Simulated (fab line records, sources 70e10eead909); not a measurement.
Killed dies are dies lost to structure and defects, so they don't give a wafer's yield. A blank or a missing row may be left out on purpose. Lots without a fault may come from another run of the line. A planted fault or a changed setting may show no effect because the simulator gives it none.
Which tool did it? | flow nand_harc | 12 lots, 36 wafers sampled, at 1 step of a route of 1302

WHAT THE GAUGES READ, wafer by wafer
NHARC_A_CONTACT_INSPECT_71.
lot  | measured     | on                | raw_defect_count
L075 | day 22 07:03 | defect_inspect-02 | 113 94 112
L076 | day 23 06:02 | defect_inspect-02 | 88 97 119
L077 | day 23 14:40 | defect_inspect-02 | 162 149 159
L080 | day 24 12:25 | defect_inspect-02 | 87 76 96
L082 | day 25 12:53 | defect_inspect-01 | 37 43 41
L085 | day 27 00:03 | defect_inspect-01 | 22 19 27
L087 | day 27 15:50 | defect_inspect-02 | 85 81 80
L089 | day 27 19:43 | defect_inspect-01 | 54 42 63
L091 | day 28 10:46 | defect_inspect-01 | 22 14 25
L092 | day 29 07:10 | defect_inspect-01 | 161 151 170
L094 | day 30 04:41 | defect_inspect-02 | 72 87 83
L097 | day 31 09:51 | defect_inspect-02 | 61 65 70

WHICH TOOL RAN EACH LOT (tool, then ch and the chambers of the sampled wafers, then the start)
The record holds no process step before these readings.

THE ANSWER, worked out from the rows above alone
Rule: what is usual is taken from the lots themselves. Put in order of their means at a reading, lots are off if they are a third of the lots or fewer, leave a main group of 4 or more, and stand apart from it by a gap of 3 or more times the standard deviation of the main group's means; of several such gaps the widest counts. A main group whose means are all the same, to the digits that the tables above print for the reading, isn't used. A lot without any number at a reading at which 4 lots or more have one is off too. The other lots that the step has rows for count as sound.
No lot is off at any reading shown: from this, nothing can be told.

WHAT THE SIMULATOR HAD PUT IN
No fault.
